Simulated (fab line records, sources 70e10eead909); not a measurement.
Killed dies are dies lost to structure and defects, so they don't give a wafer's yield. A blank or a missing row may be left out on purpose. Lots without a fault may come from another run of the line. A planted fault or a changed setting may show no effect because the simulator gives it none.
Chamber matching | flow nand_harc | NHARC_P_M1_CMP_23 on cmp-02: 4 sister chambers
The step polishes, t overpolish 20 s, target thk 157.82 nm. 8 wafers are shown with their chamber, then 7 later ones without.

WAFERS WITH THEIR CHAMBER
wafer  | chamber | motor_current_A (A) | time_to_endpoint_s (s)
L082.4 | 2       | 10.8                | 27.7
L082.5 | 2       | 10.4                | 26.1
L086.5 | 0       | 12.2                | 28.9
L086.6 | 3       | 12.7                | 27.0
L089.5 | 0       | 12.3                | 24.6
L089.6 | 1       | 12.3                | 29.5
L091.2 | 1       | 12.2                | 29.5
L091.3 | 3       | 13.3                | 27.2

WAFERS WITHOUT THEIR CHAMBER
wafer  | motor_current_A (A) | time_to_endpoint_s (s)
L091.4 | 10.0                | 28.3
L094.2 | 13.0                | 29.1
L094.4 | 12.5                | 29.1
L094.5 | 10.4                | 28.5
L096.1 | 12.3                | 30.0
L096.3 | 13.5                | 30.6
L096.6 | 11.3                | 29.2

WHICH CHAMBER EACH WENT THROUGH
wafer  | from the rows above          | in truth
L091.4 | 2                            | 2
L094.2 | can't be placed: 3 or 1 or 0 | 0
L094.4 | can't be placed: 1 or 0 or 3 | 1
L094.5 | 2                            | 2
L096.1 | can't be placed: 1 or 0      | 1
L096.3 | can't be placed: 3 or 1      | 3
L096.6 | can't be placed: 2 or 1 or 0 | 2
Placed correctly: 2 of 7. Can't be placed from these rows: 5 (the true chamber is among the candidates in 5). Placed wrongly: 0.
How it was worked out, from the rows above alone: a wafer's distance from a chamber is the root of the sum, over the readings, of the square of ((its reading less the chamber's mean) divided by the reading's scatter). The wafer belongs to the nearest chamber; if the next one is less than 2 further off, it can't be placed. A chamber's mean is the mean of its shown wafers. The scatter: the root of (the sum of the squares of (reading less its chamber's mean) over the shown wafers, divided by (wafers less chambers)).
